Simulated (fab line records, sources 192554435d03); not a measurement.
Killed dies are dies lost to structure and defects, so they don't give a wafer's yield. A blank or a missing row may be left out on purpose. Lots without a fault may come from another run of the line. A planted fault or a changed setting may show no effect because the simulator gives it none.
Split-lot experiment | flow n5_finfet | 7 lots, 39 wafers read, on a route of 1938 steps

THE SPLIT
At N5_BEOL_M1_ILD_DEP_00 (deposits SiOC from DEMS/O2, target thk 79 nm, time 15.3 s), the setting time_s was moved away from the recipe's 15.3 s on 15 of the 39 wafers read, by -56.1% to +32.7%. The other wafers ran this setting at the recipe's value.

The file shows no step between the split and the reading.

THE READING
M1_ILD_THK, in nm, at N5_BEOL_M1_THK_MEAS_01. Fault-free wafers of this fab line usually give 79.1 nm, standard deviation 0.92 nm.

wafer  | tool, chamber at the split | time_s as run, s | against the recipe | M1_ILD_THK, nm | against lot-mates on the recipe
L074.1 | pecvd-01, 0                | 15.3             | recipe             | 78.3           | -
L074.2 | pecvd-01, 1                | 19.93            | +30.3%             | 102.2          | +22.7
L074.3 | pecvd-01, 2                | 19.93            | +30.3%             | 102.5          | +23.0
L074.4 | pecvd-01, 1                | 19.93            | +30.3%             | 105.1          | +25.6
L074.5 | pecvd-01, 0                | 15.3             | recipe             | 79.4           | -
L074.6 | pecvd-01, 2                | 15.3             | recipe             | 80.7           | -
L082.1 | pecvd-03, 1                | 15.3             | recipe             | 78.1           | -
L082.2 | pecvd-03, 0                | 15.3             | recipe             | 78.7           | -
L082.4 | pecvd-03, 1                | 15.3             | recipe             | 79.6           | -
L085.1 | pecvd-03, 0                | 15.3             | recipe             | 78.9           | -
L085.2 | pecvd-03, 1,2              | 15.3             | recipe             | 79.6           | -
L085.3 | pecvd-03, 2                | 15.3             | recipe             | 78.3           | -
L085.4 | pecvd-03, 1,0              | 15.3             | recipe             | 79.8           | -
L085.5 | pecvd-03, 1,0              | 15.3             | recipe             | 79.9           | -
L085.6 | pecvd-03, 1,2              | 15.3             | recipe             | 79.7           | -
L090.1 | pecvd-04, 0                | 12.57            | -17.8%             | 63.9           | -14.2
L090.2 | pecvd-04, 1                | 15.3             | recipe             | 78.4           | -
L090.3 | pecvd-04, 2                | 15.3             | recipe             | 77.8           | -
L090.4 | pecvd-04, 2                | 12.57            | -17.8%             | 65.2           | -12.9
L090.5 | pecvd-04, 0                | 15.3             | recipe             | 78.2           | -
L090.6 | pecvd-04, 1                | 12.57            | -17.8%             | 66.6           | -11.5
L091.1 | pecvd-01, 0                | 15.3             | recipe             | 78.4           | -
L091.2 | pecvd-01, 1                | 18.2             | +19.0%             | 93.7           | +14.0
L091.3 | pecvd-01, 2                | 18.2             | +19.0%             | 93.4           | +13.7
L091.4 | pecvd-01, 2                | 15.3             | recipe             | 80.7           | -
L091.5 | pecvd-01, 1                | 18.2             | +19.0%             | 94.6           | +14.9
L091.6 | pecvd-01, 0                | 15.3             | recipe             | 80.0           | -
L095.1 | pecvd-03, 1                | 15.3             | recipe             | 80.0           | -
L095.2 | pecvd-03, 0,1              | 6.715            | -56.1%             | 35.8           | -44.5
L095.3 | pecvd-03, 2                | 15.3             | recipe             | 80.6           | -
L095.4 | pecvd-03, 2                | 15.3             | recipe             | 80.2           | -
L095.5 | pecvd-03, 0,1              | 6.715            | -56.1%             | 35.8           | -44.5
L095.6 | pecvd-03, 0                | 6.715            | -56.1%             | 36.6           | -43.7
L097.1 | pecvd-01, 0                | 15.3             | recipe             | 78.4           | -
L097.2 | pecvd-01, 1                | 20.31            | +32.7%             | 103.7          | +24.8
L097.3 | pecvd-01, 2                | 20.31            | +32.7%             | 103.3          | +24.4
L097.4 | pecvd-01, 2                | 15.3             | recipe             | 80.2           | -
L097.5 | pecvd-01, 0                | 20.31            | +32.7%             | 105.3          | +26.4
L097.6 | pecvd-01, 1                | 15.3             | recipe             | 78.1           | -
Where a row lists several chambers, the file gives one row for several wafers and doesn't say which wafer went through which chamber.

THE FIT
A straight line over all 39 wafers: M1_ILD_THK changes by +0.772 nm for each +1% of time_s; r = +1.00; the points scatter about the line by 0.97 nm.
The same after taking each lot's own level away (the mean of its wafers on the recipe; 39 wafers): +0.778 nm for each +1%; r = +1.00; scatter 0.89 nm.
On that fit, the largest move of time_s shifts the reading by 44 nm.
The lots' own levels span 78.13 to 80.27 nm, that is 2.3 times the standard deviation above.
So the lot-to-lot level changes the slope little: the two slopes agree.
Check: with one of the wafers moved furthest among these (-56.1%) left out of the fit, the line predicts -43.5 nm for it against its lot-mates. It came out at -44.5 nm against them.

OTHER SPLITS ON THESE WAFERS
These wafers also went through other splits before the reading. Each is held against what the fit with the lots' levels taken away leaves over:
other split on the same wafers       | wafers away from the commonest value | r with M1_ILD_THK (lot level and that fit taken away)
N5_SD_EPI_P_EPI_21 epi_growth_time_s | 18                                   | -0.06
N5_BEOL_M0_SAQP_PECVD_00 time_s      | 12                                   | -0.13

THE WHOLE CHAIN: every reading that the file lists as answering this split, in the file's order
step                   | what it does                                              | reading                                                                            | change (the file's fit)               | r (the file's)
N5_BEOL_M1_ILD_DEP_00  | deposits SiOC from DEMS/O2, target thk 79 nm, time 15.3 s | SiOC_of_BEOL_M1_ILD_DEP_00.thk_nm (the simulator's own value, which no gauge read) | +0.777 nm for each +1% of the setting | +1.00
N5_BEOL_M1_THK_MEAS_01 |                                                           | M1_ILD_THK                                                                         | +0.778 for each +1% of the setting    | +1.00

THE FILE'S OWN FIT
M1_ILD_THK changes by +0.778 nm for each +1% of time_s, r = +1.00.
